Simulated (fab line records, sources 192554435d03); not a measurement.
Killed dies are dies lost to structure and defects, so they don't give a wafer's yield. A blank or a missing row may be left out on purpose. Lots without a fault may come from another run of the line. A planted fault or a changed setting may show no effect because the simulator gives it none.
fab line records | flow n5_finfet | part 2 of 2: steps 19 to 29 of 29
record lots=5 wafers=15 last_day=17
route steps=1938 shown BEOL_M3@941
lots that met no fault: from a run of the same line without faults
start_h: hours from the record's first day to the start of the lot's first wafer shown | wait_h: hours since the lot's step before | " the same as in the row above | L1.1+2: a row that stands for several wafers | - no value, or no start given | * or withheld: withheld | < > ~ a bound
route shown NAME@n: a module of which the file shows steps, and the number in the route of the first | usual: mean/standard deviation of fault-free wafers | same: alike in all rows | chamber/n: place in a boat | sites: the reading at each site | _std_site: their standard deviation | _edge_site: outer sites' mean less inner sites' | radius_mm: how far each site lies from the wafer's centre | mask NAME#n: copy n | behind: the tool/chamber that last shaped the wafer | hold: why the lot was held/for how many hours/how that ended | device: the transistor (n, p or np) that didn't switch | end of line: the same wafers' tests at the end of the route | a step without rows: its recipe alone | killed: dies lost to structure and defects at the first sort, not the wafer's yield | map: a wafer's dies, x killed, . not, _ none there
set.NAME: the setting as run; set.NAME@STEP: as run at that earlier step | model.NAME: the simulator's own value behind a step, which no gauge read
lots at some steps of the route; a table a step, a row a wafer
services: from which hour (start_h, from the record's first day; less than 0 if before it) a tool's chamber was out of use, for how many hours, and why
## steps
# step N5_BEOL_M3_COAT_76
# recipe resist=underlayer temp_c=205 time_s=60 spin_rpm=1500 resist_thk_nm=5
# usual plate_temp_C=204.98/0.18
# columns lot.wafer tool chamber start_h wait_h plate_temp_C
L086.1 litho_track-02 0 - - 204.90
L086.3 " 0 " " 204.91
L086.6 " 0 " " 204.82
L085.2 litho_track-04 0 - - 204.74
L085.3 " 0 " " 204.81
L085.4 " 0 " " 205.18
L090.2 litho_track-04 0 - - 204.79
L090.3 " 0 " " 204.79
L090.5 " 0 " " 204.68
L091.1 litho_track-04 0 - - 204.76
L091.4 " 0 " " 204.90
L091.5 " 0 " " 205.06
L093.2 litho_track-02 0 - - 205.05
L093.4 " 0 " " 204.91
L093.5 " 0 " " 204.85
# step N5_BEOL_M3_COAT_22
# recipe resist=CAR-EUV spin_rpm=1500 resist_thk_nm=30
# columns lot.wafer tool chamber start_h wait_h
L086.1+3+6 litho_track-02 0 - -
L085.2+3+4 litho_track-04 0 - -
L090.2+3+5 litho_track-04 0 - -
L091.1+4+5 litho_track-04 0 - -
L093.2+4+5 litho_track-02 0 - -
# step N5_BEOL_M3_EBR_24
# recipe solvent=PGMEA ebr_width_mm=1.5
# columns lot.wafer tool chamber start_h wait_h
L086.1+3+6 litho_track-02 0 - -
L085.2+3+4 litho_track-04 0 - -
L090.2+3+5 litho_track-04 0 - -
L091.1+4+5 litho_track-04 0 - -
L093.2+4+5 litho_track-02 0 - -
# step N5_BEOL_M3_SOFTBAKE_23
# recipe temp_c=110 time_s=60 resist=CAR-EUV
# usual plate_temp_C=109.97/0.13
# columns lot.wafer tool chamber start_h wait_h plate_temp_C
L086.1 litho_track-02 0 - - 109.81
L086.3 " 0 " " 109.87
L086.6 " 0 " " 110.16
L085.2 litho_track-04 0 - - 110.02
L085.3 " 0 " " 110.21
L085.4 " 0 " " 110.06
L090.2 litho_track-04 0 - - 109.91
L090.3 " 0 " " 110.11
L090.5 " 0 " " 109.80
L091.1 litho_track-04 0 - - 110.12
L091.4 " 0 " " 110.02
L091.5 " 0 " " 110.37
L093.2 litho_track-02 0 - - 110.18
L093.4 " 0 " " 110.08
L093.5 " 0 " " 109.88
# step N5_BEOL_M3_EXPOSE_25
# recipe mask_id=V2 na=0.33 source_shape=quasar sigma_inner=0.2 sigma_outer=0.8 polarization=unpolarized defocus_nm=5 dose_mj=63
# usual reticle_temp_C=23.01/0.11
# same na=0.33 sigma_outer=0.8
# columns lot.wafer tool chamber start_h wait_h mask reticle_temp_C
L086.1 euv_scanner-02 0 244.64 - V2#0 23.31
L086.3 " 0 " " V2#0 23.23
L086.6 " 0 " " V2#0 23.12
L085.2 euv_scanner-02 0 246.48 - V2#0 23.09
L085.3 " 0 " " V2#0 23.10
L085.4 " 0 " " V2#0 23.09
L090.2 euv_scanner-02 0 257.24 - V2#0 22.96
L090.3 " 0 " " V2#0 23.18
L090.5 " 0 " " V2#0 22.85
L091.1 euv_scanner-01 0 262.83 - V2#0 22.93
L091.4 " 0 " " V2#0 22.89
L091.5 " 0 " " V2#0 23.00
L093.2 euv_scanner-01 0 275.26 - V2#0 22.95
L093.4 " 0 " " V2#0 22.94
L093.5 " 0 " " V2#0 23.01
# step N5_BEOL_M3_PEB_26
# recipe peb_temp_c=100 peb_time_s=60 resist=CAR-EUV
# usual plate_temp_C=100.02/0.14
# columns lot.wafer tool chamber start_h wait_h plate_temp_C
L086.1 litho_track-04 0 244.72 0.1 99.77
L086.3 " 0 " " 99.86
L086.6 " 0 " " 99.96
L085.2 litho_track-04 0 246.55 0.1 99.99
L085.3 " 0 " " 100.06
L085.4 " 0 " " 100.26
L090.2 litho_track-04 0 257.31 0.1 99.95
L090.3 " 0 " " 99.76
L090.5 " 0 " " 99.96
L091.1 litho_track-05 0 262.90 0.1 99.96
L091.4 " 0 " " 100.20
L091.5 " 0 " " 100.09
L093.2 litho_track-02 0 275.33 0.1 100.20
L093.4 " 0 " " 99.99
L093.5 " 0 " " 100.13
# step N5_BEOL_M3_DEVELOP_27
# recipe develop_time_s=30 developer=TMAH resist=CAR-EUV rinse_liquid=surfactant_rinse dry=air_spin dev_temp_c=23
# columns lot.wafer tool chamber start_h wait_h
L086.1+3+6 litho_track-04 0 - -
L085.2+3+4 litho_track-04 0 - -
L090.2+3+5 litho_track-04 0 - -
L091.1+4+5 litho_track-05 0 - -
L093.2+4+5 litho_track-02 0 - -
# step N5_BEOL_M3_CD_MEAS_28
# recipe target_cd_nm=25.7 landing_energy_ev=500 detector=se_inlens target_cd_y_nm=23.3 polarity=opening
# usual cd_nm=25.64/0.22
# columns lot.wafer tool chamber start_h wait_h cd_nm
L086.1 cd_sem-02 0 244.79 - 25.69
L086.3 " 0 " " 25.46
L086.6 " 0 " " 25.69
L085.2 cd_sem-02 0 246.62 - 25.45
L085.3 " 0 " " 25.52
L085.4 " 0 " " 25.71
L090.2 cd_sem-01 0 257.38 - 25.48
L090.3 " 0 " " 25.44
L090.5 " 0 " " 25.60
L091.1 cd_sem-01 0 262.97 - 25.49
L091.4 " 0 " " 25.30
L091.5 " 0 " " 25.19
L093.2 cd_sem-02 0 275.40 - 25.72
L093.4 " 0 " " 25.69
L093.5 " 0 " " 25.60
# step N5_BEOL_M3_OVL_MEAS_29
# recipe points_per_wafer=522
# usual V2_OVL=0.0/0.75
# columns lot.wafer tool chamber start_h wait_h V2_OVL[nm]
L086.1 overlay-01 0 244.82 0.0 0.3
L086.3 " 0 " " 0.6
L086.6 " 0 " " -0.6
L085.2 overlay-01 0 246.65 0.0 1.3
L085.3 " 0 " " 1.7
L085.4 " 0 " " 1.2
L090.2 overlay-02 0 257.41 0.0 -0.4
L090.3 " 0 " " -1.2
L090.5 " 0 " " -1.7
L091.1 overlay-02 0 263.00 0.0 -0.7
L091.4 " 0 " " 0.7
L091.5 " 0 " " 0.1
L093.2 overlay-01 0 275.43 0.0 1.4
L093.4 " 0 " " 1.6
L093.5 " 0 " " 1.2
# step N5_BEOL_M3_INSPECT_30
# recipe mode=adi inspect_instrument=brightfield
# usual raw_defect_count=421/96
# columns lot.wafer tool chamber start_h wait_h raw_defect_count
L086.1 defect_inspect-01 - 244.89 0.1 403
L086.3 " - " " 382
L086.6 " - " " 436
L085.2 defect_inspect-02 - 246.71 0.0 318
L085.3 " - " " 390
L085.4 " - " " 591
L090.2 defect_inspect-01 - 257.47 0.0 520
L090.3 " - " " 330
L090.5 " - " " 489
L091.1 defect_inspect-02 - 263.06 0.1 552
L091.4 " - " " 453
L091.5 " - " " 365
L093.2 defect_inspect-01 - 275.48 0.0 512
L093.4 " - " " 534
L093.5 " - " " 507
# step N5_BEOL_M3_DESCUM_33
# recipe chemistry=O2 time_s=7 source_power_w=50 bias_power_w=20 pressure_mtorr=20 rf_frequency_hz=2.712e+07 temp_c=40 resist=CAR-EUV o2_flow_sccm=225
# usual drypump_motor_current_A=5.5/0.33 oes_product_au=0.78/0.089 rf_vpp_V=243.2/1.2 showerhead_plenum_p_Torr=2.08/0.069 throttle_valve_pct=20.43/0.24
# columns lot.wafer tool chamber start_h wait_h drypump_motor_current_A oes_product_au rf_hours_counter_h rf_vpp_V showerhead_plenum_p_Torr throttle_valve_pct
L086.1 rie_diel-02 0 244.92 0.0 5.4 0.78 122 242.2 2.02 20.45
L086.3 " 3 " " 5.2 0.69 224 243.8 2.06 20.24
L086.6 " 2 " " 6.0 0.72 - 243.0 2.08 20.50
L085.2 rie_diel-06 1 246.78 0.1 4.9 0.75 164 244.1 2.18 20.65
L085.3 " 0 " " 5.3 0.74 170 242.9 2.09 20.86
L085.4 " 0 " " 5.2 0.74 - 243.0 2.09 20.87
L090.2 rie_diel-06 0 257.50 0.0 5.3 0.74 175 243.3 2.09 20.87
L090.3 " 1 " " 4.9 0.75 169 245.0 2.18 20.65
L090.5 " 1 " " 4.9 0.75 - 245.8 2.18 20.65
L091.1 rie_diel-04 1 263.10 0.0 5.1 0.74 162 244.8 2.10 20.21
L091.4 " 2 " " 5.8 0.94 11 245.0 2.23 20.43
L091.5 " 1 " " 5.2 0.74 - 242.8 2.10 20.23
L093.2 rie_diel-06 2 275.52 0.0 5.4 0.92 14 246.3 2.23 20.40
L093.4 " 0 " " 5.2 0.73 180 243.9 2.09 20.87
L093.5 " 3 " " 5.9 0.90 - 243.1 2.04 20.38
## services
# columns tool chamber start_h hours kind
rie_diel-04 2 219.67 1.4 repair
euv_scanner-01 - 231.15 1.0 pm
rie_metal-03 - 232.10 5.1 repair
euv_scanner-02 - 233.85 4.6 pm
rie_diel-04 2 236.89 15.1 repair
euv_scanner-01 - 242.25 4.6 pm
rie_diel-02 1 242.96 - clean
rie_diel-02 1 242.96 - consumable_replace:focus_ring
rie_diel-02 1 242.96 20.4 scheduled_down
rie_diel-02 1 242.96 20.4 vent_cycle
rie_metal-02 - 246.04 2.8 pm
euv_scanner-02 0 249.49 - calibration
rie_diel-06 2 250.86 1.7 repair
euv_scanner-02 - 253.29 1.0 pm
rie_diel-02 - 260.37 0.3 repair
